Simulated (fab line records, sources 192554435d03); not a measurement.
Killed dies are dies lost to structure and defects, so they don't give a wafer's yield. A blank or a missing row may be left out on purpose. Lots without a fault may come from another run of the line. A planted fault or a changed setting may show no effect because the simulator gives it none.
Which tool did it? | flow n5_finfet | 12 lots, 33 wafers sampled, at 5 steps of a route of 1938

WHAT THE GAUGES READ, wafer by wafer
The record holds no reading of a measuring or inspecting step that can be judged against a usual standard deviation.

WHICH TOOL RAN EACH LOT (tool, then ch and the chambers of the sampled wafers, then the start)
lot  | N5_MOL_CONTACT_COAG_STRIP_98       | N5_MOL_CONTACT_COAG_CO_FILL_22   | N5_MOL_CONTACT_COAG_PRE_CLEAN_142 | N5_MOL_CONTACT_COAG_ETCH_90        | N5_PASSIVATION_PROBE_49
L703 | rie_diel-03 ch 0,2,3, day 4 15:29  | cvd_co-02 ch 0,1, day 4 17:31    | pvd_sputter-02, day 4 19:56       | rie_diel-05 ch 0,1, day 5 01:56    | -
L704 | rie_diel-01 ch 2,3, day 5 04:01    | cvd_co-01 ch 0,1,2, day 5 05:43  | pvd_sputter-01, day 5 08:37       | rie_diel-05 ch 0,1, day 5 12:59    | -
L706 | rie_diel-03 ch 1,2, day 5 12:34    | cvd_co-02 ch 0,1,2, day 5 15:01  | pvd_sputter-01, day 5 16:47       | rie_diel-05 ch 0,1,3, day 5 20:49  | -
L707 | rie_diel-03 ch 0,2, day 5 17:46    | cvd_co-01 ch 0,2, day 5 20:02    | pvd_sputter-03, day 5 23:14       | rie_diel-01 ch 0,1,3, day 6 03:34  | -
L709 | rie_diel-05 ch 1,3, day 6 02:58    | cvd_co-02 ch 2, day 6 06:21      | pvd_sputter-01, day 6 08:14       | rie_diel-01 ch 1,3, day 6 12:29    | -
L713 | rie_diel-03 ch 0,1, day 7 08:29    | cvd_co-01 ch 0,1, day 7 11:38    | pvd_sputter-03, day 7 14:36       | rie_diel-01 ch 1,3, day 7 18:35    | prober-01, day 14 16:41
L714 | rie_diel-03 ch 0,2, day 7 13:19    | cvd_co-02 ch 0, day 7 17:43      | pvd_sputter-01, day 7 20:17       | rie_diel-01 ch 0,2, day 8 00:20    | prober-01, day 15 05:34
L721 | rie_diel-01 ch 1,2, day 9 07:14    | cvd_co-01 ch 1,2, day 9 11:02    | pvd_sputter-02, day 9 13:29       | rie_diel-05 ch 0,2, day 9 17:32    | -
L723 | rie_diel-05 ch 0,2,3, day 9 21:26  | cvd_co-01 ch 1,2, day 9 23:59    | pvd_sputter-02, day 10 02:10      | rie_diel-03 ch 1,2, day 10 06:10   | -
L725 | rie_diel-03 ch 2,3, day 10 03:29   | cvd_co-02 ch 1,2, day 10 05:49   | pvd_sputter-02, day 10 08:27      | rie_diel-01 ch 0,3, day 10 12:38   | -
L724 | rie_diel-01 ch 1,2, day 10 04:59   | cvd_co-01 ch 0,1,2, day 10 08:53 | pvd_sputter-02, day 10 10:28      | rie_diel-01 ch 0,1,2, day 10 14:49 | -
L726 | rie_diel-01 ch 0,1,2, day 10 11:17 | cvd_co-01 ch 1,2, day 10 13:36   | pvd_sputter-03, day 10 15:44      | rie_diel-05 ch 1,3, day 10 19:49   | -
- N5_MOL_CONTACT_COAG_STRIP_98: strips in N2/H2.
- N5_MOL_CONTACT_COAG_CO_FILL_22: material Co, precursor CCTBA/H2, target thk 20 nm.
- N5_MOL_CONTACT_COAG_PRE_CLEAN_142: time 60 s.
- N5_MOL_CONTACT_COAG_ETCH_90: etches SiARC in CF4, target depth 13 nm, time 21.7 s.
- N5_PASSIVATION_PROBE_49

WHAT THE TOOLS THEMSELVES READ (means of the sampled wafers that have a number; where no wafer has one, the mark that the record gives instead)
N5_MOL_CONTACT_COAG_STRIP_98. Usual: drypump_motor_current_A 5.8 A, standard deviation 0.45; h2_flow_sccm 299.9 sccm, standard deviation 0.97; oes_product_au 0.82 a.u., standard deviation 0.091; rf_vpp_V 54.2 V, standard deviation 1.6; showerhead_plenum_p_Torr 3.36 Torr, standard deviation 0.11; throttle_valve_pct 18.9 %, standard deviation 0.4.
lot  | tool        | drypump_motor_current_A (A) | h2_flow_sccm (sccm) | oes_product_au (a.u.) | rf_vpp_V (V) | showerhead_plenum_p_Torr (Torr) | throttle_valve_pct (%) | flag
L703 | rie_diel-03 | 5.7                         | 300.1               | 0.83                  | 56.1         | 3.34                            | 18.9                   |
L704 | rie_diel-01 | 5.6                         | 300.6               | 0.78                  | 54.7         | 3.34                            | 19.3                   |
L706 | rie_diel-03 | 6.2                         | 299.6               | 0.95                  | 53.2         | 3.29                            | 18.6                   |
L707 | rie_diel-03 | 5.8                         | 300.5               | 0.85                  | 53.5         | 3.25                            | 18.8                   |
L709 | rie_diel-05 | 5.6                         | 301.0               | 0.74                  | 55.9         | 3.35                            | 19.1                   |
L713 | rie_diel-03 | 6.1                         | 300.6               | 0.82                  | 51.6         | 3.23                            | 18.9                   |
L714 | rie_diel-03 | 5.7                         | 299.4               | 0.80                  | 55.0         | 3.23                            | 18.9                   |
L721 | rie_diel-01 | 5.7                         | 298.9               | 0.75                  | 54.7         | 3.36                            | 19.5                   |
L723 | rie_diel-05 | 5.8                         | 299.4               | 0.73                  | 54.2         | 3.44                            | 18.9                   |
L725 | rie_diel-03 | 5.8                         | 300.3               | 0.84                  | 54.5         | 3.40                            | 18.9                   |
L724 | rie_diel-01 | 5.7                         | 299.5               | 0.76                  | 55.6         | 3.36                            | 19.5                   |
L726 | rie_diel-01 | 5.5                         | 301.0               | 0.79                  | 52.8         | 3.33                            | 19.1                   |

N5_MOL_CONTACT_COAG_CO_FILL_22. Usual: chamber_pressure_Torr 29.99 Torr, standard deviation 0.064; heater_power_w 225 W, standard deviation 23.
lot  | tool      | chamber_pressure_Torr (Torr) | heater_power_w (W) | flag
L703 | cvd_co-02 | 30.05                        | 244                |
L704 | cvd_co-01 | 29.99                        | 216                |
L706 | cvd_co-02 | 30.07                        | 249                |
L707 | cvd_co-01 | 29.95                        | 200                |
L709 | cvd_co-02 | 29.92                        | 264                |
L713 | cvd_co-01 | 30.00                        | 233                |
L714 | cvd_co-02 | 30.02                        | 227                |
L721 | cvd_co-01 | 29.99                        | 202                |
L723 | cvd_co-01 | 30.00                        | 202                |
L725 | cvd_co-02 | 30.05                        | 250                |
L724 | cvd_co-01 | 30.00                        | 218                |
L726 | cvd_co-01 | 30.03                        | 217                |

N5_MOL_CONTACT_COAG_PRE_CLEAN_142. Usual: heater_power_w 494 W, standard deviation 40.
lot  | tool           | heater_power_w (W) | flag
L703 | pvd_sputter-02 | 512                |
L704 | pvd_sputter-01 | 494                |
L706 | pvd_sputter-01 | 440                |
L707 | pvd_sputter-03 | 452                |
L709 | pvd_sputter-01 | 413                |
L713 | pvd_sputter-03 | 495                |
L714 | pvd_sputter-01 | 498                |
L721 | pvd_sputter-02 | 522                |
L723 | pvd_sputter-02 | 504                |
L725 | pvd_sputter-02 | 520                |
L724 | pvd_sputter-02 | 522                |
L726 | pvd_sputter-03 | 476                |

N5_MOL_CONTACT_COAG_ETCH_90. Usual: drypump_motor_current_A 5.6 A, standard deviation 0.38; etch_rf_on_time_s 21.6 s, standard deviation 0.55; oes_product_au 0.68 a.u., standard deviation 0.068; rf_vpp_V 184.1 V, standard deviation 1.1; showerhead_plenum_p_Torr 2.14 Torr, standard deviation 0.053; throttle_valve_pct 15.6 %, standard deviation 0.32.
lot  | tool        | drypump_motor_current_A (A) | etch_rf_on_time_s (s) | oes_product_au (a.u.) | rf_vpp_V (V) | showerhead_plenum_p_Torr (Torr) | throttle_valve_pct (%) | flag
L703 | rie_diel-05 | 5.5                         | 22.0                  | 0.70                  | 186.3        | 2.22                            | 15.4                   |
L704 | rie_diel-05 | 5.5                         | 21.9                  | 0.67                  | 184.4        | 2.18                            | 15.8                   |
L706 | rie_diel-05 | 5.5                         | 22.0                  | 0.66                  | 184.2        | 2.18                            | 15.6                   |
L707 | rie_diel-01 | 5.3                         | 21.1                  | 0.77                  | 184.7        | 2.12                            | 15.3                   |
L709 | rie_diel-01 | 5.5                         | 20.9                  | 0.79                  | 184.6        | 2.15                            | 15.3                   |
L713 | rie_diel-01 | 5.3                         | 17.3                  | 0.89                  | 184.4        | 2.13                            | 15.3                   | OFF
L714 | rie_diel-01 | 5.4                         | 17.4                  | 0.75                  | 183.6        | 2.10                            | 15.7                   | OFF
L721 | rie_diel-05 | 5.7                         | 22.4                  | 0.64                  | 185.4        | 2.21                            | 15.4                   |
L723 | rie_diel-03 | 6.4                         | 21.2                  | 0.74                  | 183.7        | 2.09                            | 15.5                   |
L725 | rie_diel-01 | 5.2                         | 21.4                  | 0.70                  | 183.3        | 2.08                            | 15.5                   |
L724 | rie_diel-01 | 5.5                         | 21.2                  | 0.67                  | 182.8        | 2.12                            | 15.6                   |
L726 | rie_diel-05 | 5.5                         | 21.5                  | 0.62                  | 183.4        | 2.13                            | 16.1                   |

N5_PASSIVATION_PROBE_49. Usual: killed_at_M0_to_M3 32, standard deviation 9.7; killed_at_M4_up 14, standard deviation 5.3; killed_at_contacts 11, standard deviation 6; killed_at_front_end 39, standard deviation 14; killed_at_other 3.3, standard deviation 2.7; killed_dies 100, standard deviation 17; killed_open 66, standard deviation 13; killed_short 32, standard deviation 7.4.
lot  | tool      | killed_at_M0_to_M3 | killed_at_M4_up | killed_at_contacts | killed_at_front_end | killed_at_other | killed_dies | killed_open | killed_short | flag
L713 | prober-01 | 26                 | 12              | 10                 | 57                  | 1.0             | 106         | 71          | 33           |
L714 | prober-01 | 36                 | 12              | 15                 | 34                  | 2.0             | 99          | 70          | 26           |

THE ANSWER, worked out from the rows above alone
Rule: a lot is off if the mean of its wafers that have a number lies more than 3 standard deviations from the usual mean. A lot without any number at a reading at which 4 lots or more have one is off too. The other lots that the step has rows for count as sound. The gauges are gone through in route order, then the tools' own readings, and for those a lot's mean is taken as printed above. The first step at which some lot is off is used, and at that step the reading that is off furthest; a lot without a number counts as furthest.
Off: L713, L714, at N5_MOL_CONTACT_COAG_ETCH_90 (etch_rf_on_time_s).
A tool fits if, at that step or a process step before it, it ran every lot that is off, and no sound lot after the first of them. None of those tried fits.

WHAT THE SIMULATOR HAD PUT IN
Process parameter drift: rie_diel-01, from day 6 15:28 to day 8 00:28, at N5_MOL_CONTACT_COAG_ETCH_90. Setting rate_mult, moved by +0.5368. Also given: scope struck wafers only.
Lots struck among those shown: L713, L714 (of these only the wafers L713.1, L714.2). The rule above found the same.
